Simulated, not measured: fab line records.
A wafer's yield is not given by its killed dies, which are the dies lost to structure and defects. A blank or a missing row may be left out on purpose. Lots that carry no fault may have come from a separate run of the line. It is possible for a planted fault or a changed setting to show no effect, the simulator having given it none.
Matching of chambers -- flow nand harc -- NHARC_P_GATE_DESCUM_31 on rie diel-09 has 4 sister chambers
The step chemistry O2, time 3 s. 14 wafers are shown with their chamber, then 7 later ones without.

== WAFERS, EACH WITH ITS CHAMBER ==
wafer,chamber,drypump motor current A (A),oes product au (a.u.),rf vpp V (V)
L074.1,0,6.3,0.988,58.5
L074.2,1,5.0,1.016,58.0
L074.6,0,6.4,0.998,56.8
L076.2,3,5.6,1.011,56.6
L076.3,1,5.0,1.002,56.5
L076.5,2,5.6,0.980,58.6
L079.3,2,5.6,0.980,57.3
L079.4,3,5.6,1.013,58.9
L079.5,1,5.0,1.012,57.5
L082.1,0,6.4,0.978,58.3
L082.4,2,5.6,0.987,59.3
L082.6,3,5.6,1.004,58.6
L084.2,3,5.6,1.012,58.3
L084.4,0,6.4,0.986,57.4

SIGNATURES, as means of the wafers listed above
reading,chamber 0,chamber 1,chamber 2,chamber 3,scatter within a chamber
drypump motor current A,6.375,5.000,5.600,5.600,0.0274
oes product au,0.98750,1.01000,0.98233,1.01000,0.00624
rf vpp V,57.750,57.333,58.400,58.100,0.911
Rule: a wafer's distance from a chamber is the root of the sum, over the readings, of the square of ((its reading less the chamber's mean) divided by the reading's scatter). If the next closest chamber is less than 2 further off than the closest, the wafer can't be placed; otherwise it belongs to the closest. The scatter is the square root of a quotient: the sum, over the shown wafers, of each reading's squared deviation from its chamber's mean, divided by wafers minus chambers.

== WAFERS WITH NO CHAMBER GIVEN ==
wafer,drypump motor current A (A),oes product au (a.u.),rf vpp V (V)
L084.5,5.6,0.996,58.7
L085.3,6.4,0.980,57.8
L085.4,5.6,1.006,58.6
L085.6,6.4,0.990,57.5
L088.2,5.6,0.977,58.0
L088.4,6.4,0.980,58.1
L088.5,5.6,1.005,58.9

== WHICH CHAMBER EACH WENT THROUGH ==
wafer,from the rows above,in truth
L084.5,can't be placed: 2 or 3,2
L085.3,0,0
L085.4,3,3
L085.6,0,0
L088.2,2,2
L088.4,0,0
L088.5,3,3
Correctly placed: 6 of 7. Can't be placed from these rows: 1 (the true chamber is among the candidates in 1). Wrongly placed: 0.
